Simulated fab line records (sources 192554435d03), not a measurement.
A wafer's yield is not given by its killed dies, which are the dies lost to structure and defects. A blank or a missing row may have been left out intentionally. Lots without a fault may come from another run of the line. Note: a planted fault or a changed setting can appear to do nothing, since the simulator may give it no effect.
The tool behind it: which one? / flow n5_finfet / 14 lots, 42 wafers sampled, at 5 steps of a route of 1938

WHAT THE GAUGES SHOWED, per wafer
N5_HKMG_FIN_CD_MEAS_49: target cd 202 nm.
lot=L972; measured=day 3 22:00; on=cd_sem-02; cd_nm (nm)=201.4 201.3 201.0
lot=L975; measured=day 4 16:04; on=cd_sem-01; cd_nm (nm)=201.3 202.3 201.9
lot=L976; measured=day 4 23:08; on=cd_sem-01; cd_nm (nm)=202.4 201.7 202.6
lot=L977; measured=day 5 05:28; on=cd_sem-01; cd_nm (nm)=203.0 203.6 203.7
lot=L984; measured=day 7 00:23; on=cd_sem-03; cd_nm (nm)=202.3 202.7 202.4
lot=L986; measured=day 7 10:38; on=cd_sem-03; cd_nm (nm)=201.3 201.8 201.9
lot=L987; measured=day 7 17:32; on=cd_sem-03; cd_nm (nm)=201.7 201.4 201.8
lot=L988; measured=day 7 22:15; on=cd_sem-03; cd_nm (nm)=202.0 201.6 202.2
lot=L989; measured=day 8 05:13; on=cd_sem-01; cd_nm (nm)=202.5 202.6 202.5
lot=L990; measured=day 8 10:37; on=cd_sem-02; cd_nm (nm)=201.7 202.2 201.0
lot=L991; measured=day 8 18:01; on=cd_sem-02; cd_nm (nm)=201.6 202.2 202.0
lot=L993; measured=day 9 09:55; on=cd_sem-01; cd_nm (nm)=201.6 202.1 202.9
lot=L994; measured=day 9 16:50; on=cd_sem-02; cd_nm (nm)=202.1 201.7 201.5
lot=L995; measured=day 9 22:49; on=cd_sem-02; cd_nm (nm)=202.6 202.7 201.6

N5_HKMG_FIN_THK_MEAS_70: measures by xrf.
lot=L972; measured=day 4 00:50; on=film_metro-01; HK_THK (nm)=1.583 1.593 1.588
lot=L975; measured=day 4 18:37; on=film_metro-01; HK_THK (nm)=1.598 1.602 1.590
lot=L976; measured=day 5 01:48; on=film_metro-02; HK_THK (nm)=1.613 1.632 1.622
lot=L977; measured=day 5 08:01; on=film_metro-02; HK_THK (nm)=1.606 1.628 1.598
lot=L984; measured=day 7 03:10; on=film_metro-01; HK_THK (nm)=1.592 1.590 1.604
lot=L986; measured=day 7 13:10; on=film_metro-02; HK_THK (nm)=1.599 1.614 1.622
lot=L987; measured=day 7 20:04; on=film_metro-01; HK_THK (nm)=1.575 1.608 1.589
lot=L988; measured=day 8 01:02; on=film_metro-01; HK_THK (nm)=1.597 1.593 1.608
lot=L989; measured=day 8 07:46; on=film_metro-02; HK_THK (nm)=1.660 1.604 1.661
lot=L990; measured=day 8 13:10; on=film_metro-01; HK_THK (nm)=1.601 1.617 1.612
lot=L991; measured=day 8 21:12; on=film_metro-01; HK_THK (nm)=1.584 1.598 1.596
lot=L993; measured=day 9 12:27; on=film_metro-01; HK_THK (nm)=1.584 1.581 1.581
lot=L994; measured=day 9 19:28; on=film_metro-01; HK_THK (nm)=1.600 1.595 1.604
lot=L995; measured=day 10 01:38; on=film_metro-01; HK_THK (nm)=1.589 1.584 1.572

N5_BEOL_M4_RC_MEAS_101.
lot=L972; measured=day 8 00:08; on=prober-02; DIBL_N (mV/V)=36.6 35.5 36.9; DIBL_P (mV/V)=36.5 34.1 37.0; EOT_P=10.36 10.35 10.46; IGATE_P (nA/um)=0.0039 0.0043 0.0036; IOFF_N (nA/um)=0.169 0.153 0.187; IOFF_N_85C (nA/um)=3.3 3.0 3.5; IOFF_N_LIN (nA/um)=0.080 0.073 0.087; IOFF_N_LONG (nA/um)=5.67e-05 5.6e-05 5.62e-05; IOFF_P (nA/um)=0.20 0.18 0.21; IOFF_P_85C (nA/um)=3.5 3.2 3.7; IOFF_P_LIN (nA/um)=0.092 0.087 0.097; IOFF_P_LONG (nA/um)=9.8e-05 9.7e-05 9.9e-05; ION_N (uA/um)=686 669 699; ION_P (uA/um)=462 451 465; SS_N (mV/dec)=70.9 70.7 71.5; SS_P (mV/dec)=72.7 72.3 73.4; VT_N (mV)=248.1 248.6 246.2; VT_N_LONG (mV)=273.7 276.7 275.5; VT_N_LVT (mV)=96.5 97.7 94.9; VT_P (mV)=-253 -252 -252; VT_P_LONG (mV)=-273.7 -274.4 -276.0; VT_P_LVT (mV)=-100.8 -102.2 -100.8
lot=L975; measured=day 8 18:12; on=prober-02; DIBL_N (mV/V)=36.8 36.2 35.0; DIBL_P (mV/V)=37.2 36.3 35.3; EOT_P=10.49 10.60 10.48; IGATE_P (nA/um)=0.0032 0.0025 0.0032; IOFF_N (nA/um)=0.173 0.167 0.147; IOFF_N_85C (nA/um)=3.5 3.4 3.0; IOFF_N_LIN (nA/um)=0.080 0.080 0.070; IOFF_N_LONG (nA/um)=5.74e-05 5.77e-05 5.79e-05; IOFF_P (nA/um)=0.19 0.19 0.17; IOFF_P_85C (nA/um)=3.4 3.3 3.0; IOFF_P_LIN (nA/um)=0.091 0.091 0.084; IOFF_P_LONG (nA/um)=9.9e-05 9.9e-05 0.000101; ION_N (uA/um)=674 685 668; ION_P (uA/um)=449 455 453; SS_N (mV/dec)=71.8 71.4 71.9; SS_P (mV/dec)=73.8 72.5 72.8; VT_N (mV)=246.7 246.7 251.3; VT_N_LONG (mV)=272.9 273.4 269.7; VT_N_LVT (mV)=92.6 90.4 94.6; VT_P (mV)=-254 -254 -254; VT_P_LONG (mV)=-276.8 -277.6 -276.5; VT_P_LVT (mV)=-98.2 -96.3 -98.2
lot=L976; measured=day 9 00:22; on=prober-02; DIBL_N (mV/V)=34.6 36.9 37.7; DIBL_P (mV/V)=34.8 37.4 39.1; EOT_P=10.83 10.80 11.00; IGATE_P (nA/um)=0.0007 0.0007 0.0005; IOFF_N (nA/um)=0.000 0.000 0.000; IOFF_N_85C (nA/um)=0.0 0.0 0.0; IOFF_N_LIN (nA/um)=0.000 0.000 0.000; IOFF_N_LONG (nA/um)=4.21e-05 4.17e-05 4.18e-05; IOFF_P (nA/um)=4.48 5.52 6.07; IOFF_P_85C (nA/um)=47.6 56.7 61.9; IOFF_P_LIN (nA/um)=2.197 2.545 2.675; IOFF_P_LONG (nA/um)=0.001357 0.001365 0.00137; ION_N (uA/um)=148 150 155; ION_P (uA/um)=568 574 593; SS_N (mV/dec)=70.6 72.2 72.1; SS_P (mV/dec)=72.7 73.1 74.4; VT_N (mV)=508.6 500.2 505.9; VT_N_LONG (mV)=510.1 517.2 517.0; VT_N_LVT (mV)=359.2 356.7 352.5; VT_P (mV)=-162 -160 -157; VT_P_LONG (mV)=-198.2 -198.6 -198.6; VT_P_LVT (mV)=-11.6 -9.1 -7.7
lot=L977; measured=day 9 09:47; on=prober-01; DIBL_N (mV/V)=37.5 39.0 37.6; DIBL_P (mV/V)=39.4 40.6 39.6; EOT_P=10.95 10.99 11.09; IGATE_P (nA/um)=0.0006 0.0006 0.0005; IOFF_N (nA/um)=0.000 0.000 0.000; IOFF_N_85C (nA/um)=0.0 0.0 0.0; IOFF_N_LIN (nA/um)=0.000 0.000 0.000; IOFF_N_LONG (nA/um)=4.09e-05 4.05e-05 4.03e-05; IOFF_P (nA/um)=5.65 5.95 5.57; IOFF_P_85C (nA/um)=55.8 58.9 55.9; IOFF_P_LIN (nA/um)=2.452 2.529 2.469; IOFF_P_LONG (nA/um)=0.001143 0.001153 0.001174; ION_N (uA/um)=148 149 149; ION_P (uA/um)=574 575 587; SS_N (mV/dec)=72.5 72.6 71.7; SS_P (mV/dec)=74.5 74.4 74.1; VT_N (mV)=505.3 502.4 506.7; VT_N_LONG (mV)=523.3 523.0 523.3; VT_N_LVT (mV)=353.6 354.2 356.8; VT_P (mV)=-162 -164 -162; VT_P_LONG (mV)=-202.3 -202.8 -201.7; VT_P_LVT (mV)=-12.3 -11.4 -12.3
lot=L984; measured=day 10 23:44; on=prober-01; DIBL_N (mV/V)=35.9 38.3 35.1; DIBL_P (mV/V)=36.1 39.3 35.2; EOT_P=10.44 10.45 10.45; IGATE_P (nA/um)=0.0034 0.0038 0.0040; IOFF_N (nA/um)=0.165 0.228 0.151; IOFF_N_85C (nA/um)=3.2 4.2 3.0; IOFF_N_LIN (nA/um)=0.077 0.100 0.071; IOFF_N_LONG (nA/um)=6.06e-05 5.93e-05 5.99e-05; IOFF_P (nA/um)=0.21 0.28 0.20; IOFF_P_85C (nA/um)=3.7 4.6 3.6; IOFF_P_LIN (nA/um)=0.106 0.126 0.100; IOFF_P_LONG (nA/um)=0.000114 0.000116 0.000113; ION_N (uA/um)=677 700 670; ION_P (uA/um)=465 470 458; SS_N (mV/dec)=71.0 71.9 71.2; SS_P (mV/dec)=73.2 74.8 73.3; VT_N (mV)=247.3 245.2 249.2; VT_N_LONG (mV)=270.4 274.5 270.8; VT_N_LVT (mV)=97.8 93.8 98.8; VT_P (mV)=-251 -246 -251; VT_P_LONG (mV)=-272.4 -271.4 -275.9; VT_P_LVT (mV)=-98.8 -94.1 -98.7
lot=L986; measured=day 11 17:55; on=prober-01; DIBL_N (mV/V)=35.4 35.2 37.6; DIBL_P (mV/V)=36.1 35.5 38.1; EOT_P=10.37 10.41 10.42; IGATE_P (nA/um)=0.0044 0.0033 0.0041; IOFF_N (nA/um)=0.172 0.160 0.204; IOFF_N_85C (nA/um)=3.3 3.1 3.9; IOFF_N_LIN (nA/um)=0.080 0.073 0.088; IOFF_N_LONG (nA/um)=5.75e-05 5.81e-05 5.8e-05; IOFF_P (nA/um)=0.22 0.21 0.25; IOFF_P_85C (nA/um)=3.8 3.6 4.3; IOFF_P_LIN (nA/um)=0.101 0.098 0.110; IOFF_P_LONG (nA/um)=0.00011 0.00011 0.000108; ION_N (uA/um)=688 664 683; ION_P (uA/um)=466 464 463; SS_N (mV/dec)=72.0 70.9 71.9; SS_P (mV/dec)=73.5 73.1 74.3; VT_N (mV)=246.6 251.5 245.7; VT_N_LONG (mV)=271.5 275.2 274.9; VT_N_LVT (mV)=95.0 97.9 95.1; VT_P (mV)=-246 -246 -245; VT_P_LONG (mV)=-272.3 -274.1 -275.2; VT_P_LVT (mV)=-96.5 -98.2 -97.0
lot=L987; measured=day 11 20:21; on=prober-01; DIBL_N (mV/V)=35.4 34.9 36.1; DIBL_P (mV/V)=36.8 35.6 36.5; EOT_P=10.63 10.70 10.55; IGATE_P (nA/um)=0.0035 0.0030 0.0035; IOFF_N (nA/um)=0.153 0.145 0.154; IOFF_N_85C (nA/um)=3.0 2.9 3.0; IOFF_N_LIN (nA/um)=0.070 0.067 0.070; IOFF_N_LONG (nA/um)=5.65e-05 5.59e-05 5.59e-05; IOFF_P (nA/um)=0.22 0.20 0.21; IOFF_P_85C (nA/um)=3.8 3.6 3.7; IOFF_P_LIN (nA/um)=0.102 0.096 0.099; IOFF_P_LONG (nA/um)=0.000115 0.000107 0.00011; ION_N (uA/um)=674 648 666; ION_P (uA/um)=461 450 458; SS_N (mV/dec)=71.8 71.6 71.9; SS_P (mV/dec)=72.6 73.0 73.0; VT_N (mV)=250.4 251.5 252.0; VT_N_LONG (mV)=274.8 277.3 274.5; VT_N_LVT (mV)=99.2 101.1 99.2; VT_P (mV)=-249 -251 -251; VT_P_LONG (mV)=-275.4 -274.8 -273.9; VT_P_LVT (mV)=-99.4 -99.5 -98.9
lot=L988; measured=day 11 21:12; on=prober-02; DIBL_N (mV/V)=37.7 35.0 35.7; DIBL_P (mV/V)=35.9 33.7 33.7; EOT_P=10.47 10.49 10.44; IGATE_P (nA/um)=0.0041 0.0043 0.0038; IOFF_N (nA/um)=0.174 0.124 0.138; IOFF_N_85C (nA/um)=3.4 2.5 2.8; IOFF_N_LIN (nA/um)=0.074 0.060 0.064; IOFF_N_LONG (nA/um)=5.57e-05 5.59e-05 5.58e-05; IOFF_P (nA/um)=0.21 0.17 0.17; IOFF_P_85C (nA/um)=3.6 3.1 3.1; IOFF_P_LIN (nA/um)=0.098 0.085 0.086; IOFF_P_LONG (nA/um)=0.000105 0.000103 0.000101; ION_N (uA/um)=663 661 653; ION_P (uA/um)=451 455 448; SS_N (mV/dec)=72.5 71.4 71.8; SS_P (mV/dec)=73.4 73.3 72.7; VT_N (mV)=252.2 254.1 252.6; VT_N_LONG (mV)=277.4 275.1 274.7; VT_N_LVT (mV)=100.3 103.2 101.0; VT_P (mV)=-249 -250 -256; VT_P_LONG (mV)=-277.2 -277.9 -279.2; VT_P_LVT (mV)=-99.4 -102.6 -101.9
lot=L989; measured=day 12 02:36; on=prober-01; DIBL_N (mV/V)=36.4 34.9 35.2; DIBL_P (mV/V)=37.2 35.6 36.2; EOT_P=10.52 10.45 10.34; IGATE_P (nA/um)=0.0036 0.0041 0.0041; IOFF_N (nA/um)=0.175 0.147 0.153; IOFF_N_85C (nA/um)=3.4 3.0 3.0; IOFF_N_LIN (nA/um)=0.081 0.073 0.074; IOFF_N_LONG (nA/um)=5.67e-05 5.7e-05 5.71e-05; IOFF_P (nA/um)=0.22 0.19 0.19; IOFF_P_85C (nA/um)=3.9 3.4 3.5; IOFF_P_LIN (nA/um)=0.104 0.092 0.094; IOFF_P_LONG (nA/um)=0.000103 0.000104 0.000104; ION_N (uA/um)=676 683 682; ION_P (uA/um)=461 465 468; SS_N (mV/dec)=71.5 70.5 70.8; SS_P (mV/dec)=73.4 72.6 72.1; VT_N (mV)=248.3 248.1 249.0; VT_N_LONG (mV)=271.8 276.4 273.9; VT_N_LVT (mV)=96.6 96.8 97.5; VT_P (mV)=-248 -251 -251; VT_P_LONG (mV)=-276.8 -276.5 -274.3; VT_P_LVT (mV)=-97.4 -99.4 -98.5
lot=L990; measured=day 11 22:14; on=prober-01; DIBL_N (mV/V)=35.6 35.3 37.2; DIBL_P (mV/V)=34.6 34.4 37.2; EOT_P=10.44 10.59 10.59; IGATE_P (nA/um)=0.0037 0.0036 0.0035; IOFF_N (nA/um)=0.142 0.139 0.175; IOFF_N_85C (nA/um)=2.8 2.8 3.4; IOFF_N_LIN (nA/um)=0.068 0.068 0.083; IOFF_N_LONG (nA/um)=5.54e-05 5.6e-05 5.62e-05; IOFF_P (nA/um)=0.17 0.17 0.21; IOFF_P_85C (nA/um)=3.1 3.0 3.6; IOFF_P_LIN (nA/um)=0.083 0.084 0.096; IOFF_P_LONG (nA/um)=9.3e-05 9.4e-05 9.5e-05; ION_N (uA/um)=658 671 675; ION_P (uA/um)=449 454 463; SS_N (mV/dec)=71.2 71.2 71.5; SS_P (mV/dec)=72.6 72.4 73.6; VT_N (mV)=251.1 253.0 246.6; VT_N_LONG (mV)=275.9 276.2 275.9; VT_N_LVT (mV)=100.6 100.0 94.7; VT_P (mV)=-254 -258 -252; VT_P_LONG (mV)=-279.9 -280.7 -276.9; VT_P_LVT (mV)=-102.8 -103.2 -100.4
lot=L991; measured=day 12 19:30; on=prober-02; DIBL_N (mV/V)=37.2 36.8 36.7; DIBL_P (mV/V)=37.3 36.7 37.1; EOT_P=10.57 10.61 10.61; IGATE_P (nA/um)=0.0036 0.0034 0.0032; IOFF_N (nA/um)=0.153 0.150 0.156; IOFF_N_85C (nA/um)=3.0 2.9 3.0; IOFF_N_LIN (nA/um)=0.070 0.068 0.072; IOFF_N_LONG (nA/um)=5.11e-05 5.21e-05 5.23e-05; IOFF_P (nA/um)=0.21 0.20 0.21; IOFF_P_85C (nA/um)=3.7 3.6 3.6; IOFF_P_LIN (nA/um)=0.097 0.096 0.096; IOFF_P_LONG (nA/um)=0.000101 0.000102 0.000102; ION_N (uA/um)=674 665 679; ION_P (uA/um)=457 459 463; SS_N (mV/dec)=72.6 71.8 71.8; SS_P (mV/dec)=73.9 73.5 73.9; VT_N (mV)=250.4 252.3 251.0; VT_N_LONG (mV)=279.5 277.1 277.0; VT_N_LVT (mV)=102.1 101.5 99.7; VT_P (mV)=-250 -251 -253; VT_P_LONG (mV)=-277.2 -276.2 -275.9; VT_P_LVT (mV)=-101.2 -100.6 -100.5
lot=L993; measured=day 13 15:14; on=prober-02; DIBL_N (mV/V)=35.1 36.0 35.1; DIBL_P (mV/V)=34.8 35.2 35.0; EOT_P=10.46 10.68 10.48; IGATE_P (nA/um)=0.0039 0.0035 0.0033; IOFF_N (nA/um)=0.137 0.146 0.142; IOFF_N_85C (nA/um)=2.7 2.9 2.8; IOFF_N_LIN (nA/um)=0.066 0.068 0.066; IOFF_N_LONG (nA/um)=5.98e-05 5.98e-05 5.98e-05; IOFF_P (nA/um)=0.19 0.20 0.20; IOFF_P_85C (nA/um)=3.4 3.4 3.4; IOFF_P_LIN (nA/um)=0.093 0.095 0.096; IOFF_P_LONG (nA/um)=0.000112 0.00011 0.000113; ION_N (uA/um)=665 666 662; ION_P (uA/um)=460 455 456; SS_N (mV/dec)=70.9 71.1 70.9; SS_P (mV/dec)=73.0 72.9 72.6; VT_N (mV)=250.8 251.1 248.0; VT_N_LONG (mV)=271.1 270.1 272.4; VT_N_LVT (mV)=99.8 100.3 99.1; VT_P (mV)=-250 -250 -248; VT_P_LONG (mV)=-272.5 -273.5 -274.2; VT_P_LVT (mV)=-99.7 -100.1 -98.6
lot=L994; measured=day 13 12:08; on=prober-02; DIBL_N (mV/V)=35.3 34.5 35.9; DIBL_P (mV/V)=31.4 30.9 32.4; EOT_P=10.43 10.37 10.47; IGATE_P (nA/um)=0.0042 0.0043 0.0044; IOFF_N (nA/um)=0.130 0.117 0.137; IOFF_N_85C (nA/um)=2.6 2.4 2.8; IOFF_N_LIN (nA/um)=0.062 0.057 0.061; IOFF_N_LONG (nA/um)=5.44e-05 5.46e-05 5.42e-05; IOFF_P (nA/um)=0.15 0.14 0.16; IOFF_P_85C (nA/um)=2.8 2.7 2.9; IOFF_P_LIN (nA/um)=0.078 0.075 0.080; IOFF_P_LONG (nA/um)=9.6e-05 0.0001 9.8e-05; ION_N (uA/um)=674 669 660; ION_P (uA/um)=453 450 446; SS_N (mV/dec)=71.3 70.8 70.6; SS_P (mV/dec)=72.9 72.6 72.0; VT_N (mV)=250.6 251.5 250.8; VT_N_LONG (mV)=276.7 275.2 275.9; VT_N_LVT (mV)=98.9 102.0 100.7; VT_P (mV)=-258 -257 -255; VT_P_LONG (mV)=-276.4 -277.0 -277.1; VT_P_LVT (mV)=-102.9 -103.5 -102.8
lot=L995; measured=day 13 18:05; on=prober-01; DIBL_N (mV/V)=37.4 40.3 36.6; DIBL_P (mV/V)=35.5 38.7 33.9; EOT_P=10.59 10.65 10.39; IGATE_P (nA/um)=0.0030 0.0031 0.0036; IOFF_N (nA/um)=0.158 0.217 0.146; IOFF_N_85C (nA/um)=3.1 4.0 2.9; IOFF_N_LIN (nA/um)=0.075 0.095 0.067; IOFF_N_LONG (nA/um)=5.94e-05 5.89e-05 5.83e-05; IOFF_P (nA/um)=0.23 0.30 0.22; IOFF_P_85C (nA/um)=4.1 5.0 3.8; IOFF_P_LIN (nA/um)=0.113 0.136 0.107; IOFF_P_LONG (nA/um)=0.000115 0.000116 0.000114; ION_N (uA/um)=674 691 656; ION_P (uA/um)=466 465 458; SS_N (mV/dec)=71.0 72.4 71.6; SS_P (mV/dec)=73.2 73.9 72.1; VT_N (mV)=249.3 245.3 254.2; VT_N_LONG (mV)=276.0 272.2 275.9; VT_N_LVT (mV)=98.9 94.3 101.8; VT_P (mV)=-247 -242 -247; VT_P_LONG (mV)=-270.7 -272.9 -273.2; VT_P_LVT (mV)=-95.2 -92.6 -96.7

WHAT TOOL EACH LOT RAN ON (gives the tool, then ch and the chambers of the sampled wafers, and finally the start)
lot=L972; N5_HKMG_FIN_ALD_79=ald_metal-01 ch 0,2,3, day 3 23:27; N5_HKMG_FIN_WET_ETCH_65=wet_bench-04 ch 0,1,6, day 4 00:28
lot=L975; N5_HKMG_FIN_ALD_79=ald_metal-03 ch 0,1, day 4 17:31; N5_HKMG_FIN_WET_ETCH_65=wet_bench-03 ch 0,1,3, day 4 18:13
lot=L976; N5_HKMG_FIN_ALD_79=ald_metal-01 ch 0,3, day 5 00:35; N5_HKMG_FIN_WET_ETCH_65=wet_bench-04 ch 4,5,6, day 5 01:25
lot=L977; N5_HKMG_FIN_ALD_79=ald_metal-01 ch 1,3, day 5 06:56; N5_HKMG_FIN_WET_ETCH_65=wet_bench-05 ch 0,6,7, day 5 07:38
lot=L984; N5_HKMG_FIN_ALD_79=ald_metal-01 ch 1,2, day 7 02:07; N5_HKMG_FIN_WET_ETCH_65=wet_bench-05 ch 1,2,6, day 7 02:47
lot=L986; N5_HKMG_FIN_ALD_79=ald_metal-04 ch 1,2,3, day 7 12:07; N5_HKMG_FIN_WET_ETCH_65=wet_bench-04 ch 1,2,5, day 7 12:46
lot=L987; N5_HKMG_FIN_ALD_79=ald_metal-03 ch 1,3, day 7 18:59; N5_HKMG_FIN_WET_ETCH_65=wet_bench-04 ch 0,2,7, day 7 19:41
lot=L988; N5_HKMG_FIN_ALD_79=ald_metal-03 ch 1,2, day 7 23:59; N5_HKMG_FIN_WET_ETCH_65=wet_bench-05 ch 2,3,7, day 8 00:39
lot=L989; N5_HKMG_FIN_ALD_79=ald_metal-03 ch 1,2,3, day 8 06:41; N5_HKMG_FIN_WET_ETCH_65=wet_bench-03 ch 0,1,3, day 8 07:23
lot=L990; N5_HKMG_FIN_ALD_79=ald_metal-01 ch 1,2,3, day 8 12:07; N5_HKMG_FIN_WET_ETCH_65=wet_bench-05 ch 0,2,7, day 8 12:46
lot=L991; N5_HKMG_FIN_ALD_79=ald_metal-03 ch 0,2,3, day 8 19:47; N5_HKMG_FIN_WET_ETCH_65=wet_bench-03 ch 2,4,5, day 8 20:41
lot=L993; N5_HKMG_FIN_ALD_79=ald_metal-04 ch 0,3, day 9 11:25; N5_HKMG_FIN_WET_ETCH_65=wet_bench-03 ch 4,5,7, day 9 12:04
lot=L994; N5_HKMG_FIN_ALD_79=ald_metal-01 ch 1,2,3, day 9 18:18; N5_HKMG_FIN_WET_ETCH_65=wet_bench-04 ch 1,6,7, day 9 19:04
lot=L995; N5_HKMG_FIN_ALD_79=ald_metal-03 ch 0,1, day 10 00:35; N5_HKMG_FIN_WET_ETCH_65=wet_bench-05 ch 0,3,7, day 10 01:14
- N5_HKMG_FIN_ALD_79: deposits TiN, target thk 1.5 nm, pulse time 1 s, purge time 3 s.
- N5_HKMG_FIN_WET_ETCH_65: etches a-Si in TMAH, stops on TiN, time 49 s, target depth 3 nm.

WHAT THE TOOLS THEMSELVES READ (means of the sampled wafers that have a number; where no wafer has one, the mark that the record gives instead)
N5_HKMG_FIN_ALD_79.
lot=L972; tool=ald_metal-01; heater_power_w (W)=824; precursor_pulse_height_rel=0.994
lot=L975; tool=ald_metal-03; heater_power_w (W)=862; precursor_pulse_height_rel=0.998
lot=L976; tool=ald_metal-01; heater_power_w (W)=768; precursor_pulse_height_rel=0.995
lot=L977; tool=ald_metal-01; heater_power_w (W)=766; precursor_pulse_height_rel=1.015
lot=L984; tool=ald_metal-01; heater_power_w (W)=714; precursor_pulse_height_rel=1.019
lot=L986; tool=ald_metal-04; heater_power_w (W)=872; precursor_pulse_height_rel=0.983
lot=L987; tool=ald_metal-03; heater_power_w (W)=795; precursor_pulse_height_rel=1.006
lot=L988; tool=ald_metal-03; heater_power_w (W)=950; precursor_pulse_height_rel=1.009
lot=L989; tool=ald_metal-03; heater_power_w (W)=911; precursor_pulse_height_rel=1.005
lot=L990; tool=ald_metal-01; heater_power_w (W)=833; precursor_pulse_height_rel=1.001
lot=L991; tool=ald_metal-03; heater_power_w (W)=890; precursor_pulse_height_rel=1.002
lot=L993; tool=ald_metal-04; heater_power_w (W)=949; precursor_pulse_height_rel=0.987
lot=L994; tool=ald_metal-01; heater_power_w (W)=820; precursor_pulse_height_rel=1.005
lot=L995; tool=ald_metal-03; heater_power_w (W)=862; precursor_pulse_height_rel=1.007

N5_HKMG_FIN_WET_ETCH_65.
lot=L972; tool=wet_bench-04; bath_guard_temp_C (C)=69.4; bath_heat_duty_pct (%)=14.1
lot=L975; tool=wet_bench-03; bath_guard_temp_C (C)=70.3; bath_heat_duty_pct (%)=14.4
lot=L976; tool=wet_bench-04; bath_guard_temp_C (C)=-; bath_heat_duty_pct (%)=-
lot=L977; tool=wet_bench-05; bath_guard_temp_C (C)=-; bath_heat_duty_pct (%)=-
lot=L984; tool=wet_bench-05; bath_guard_temp_C (C)=70.5; bath_heat_duty_pct (%)=14.0
lot=L986; tool=wet_bench-04; bath_guard_temp_C (C)=70.1; bath_heat_duty_pct (%)=13.7
lot=L987; tool=wet_bench-04; bath_guard_temp_C (C)=70.5; bath_heat_duty_pct (%)=12.8
lot=L988; tool=wet_bench-05; bath_guard_temp_C (C)=69.9; bath_heat_duty_pct (%)=13.0
lot=L989; tool=wet_bench-03; bath_guard_temp_C (C)=70.2; bath_heat_duty_pct (%)=13.3
lot=L990; tool=wet_bench-05; bath_guard_temp_C (C)=70.0; bath_heat_duty_pct (%)=12.0
lot=L991; tool=wet_bench-03; bath_guard_temp_C (C)=70.4; bath_heat_duty_pct (%)=12.2
lot=L993; tool=wet_bench-03; bath_guard_temp_C (C)=70.2; bath_heat_duty_pct (%)=12.9
lot=L994; tool=wet_bench-04; bath_guard_temp_C (C)=69.5; bath_heat_duty_pct (%)=13.8
lot=L995; tool=wet_bench-05; bath_guard_temp_C (C)=70.0; bath_heat_duty_pct (%)=13.2

THE ANSWER, worked out from the rows above alone
Rule: the lots themselves supply what counts as usual. The widest of any qualifying gaps counts: lots, ordered by their means at a reading, are off when they make up no more than a third of the lots, leave a main group of 4 or more, and stand apart from it by 3 or more times the standard deviation of that group's means. A main group whose means are all the same, to the digits that the tables above print for the reading, isn't used. Also off: a lot with no number at a reading for which 4 or more lots have one. The other lots that the step has rows for count as sound. The gauges are gone through in route order, then the tools' own readings, and for those a lot's mean is taken as printed above. At the first step where some lot is off, the reading lying furthest off is the one used; lots without a number count as furthest.
Off: L976, L977, seen at N5_BEOL_M4_RC_MEAS_101 (IOFF_P_LIN). Mean 0.096 nA/um and standard deviation 0.01 in the main group.
A tool fits if, at a process step before that reading, it ran every lot that is off, and no sound lot after the first of them. The gauges at N5_BEOL_M4_RC_MEAS_101 aren't tried: what is off there is off at N5_HKMG_FIN_WET_ETCH_65 too, on other tools, and a gauge's error can't cause that. Not one of the candidates tried fits.

WHAT HAD BEEN PUT IN BY THE SIMULATOR
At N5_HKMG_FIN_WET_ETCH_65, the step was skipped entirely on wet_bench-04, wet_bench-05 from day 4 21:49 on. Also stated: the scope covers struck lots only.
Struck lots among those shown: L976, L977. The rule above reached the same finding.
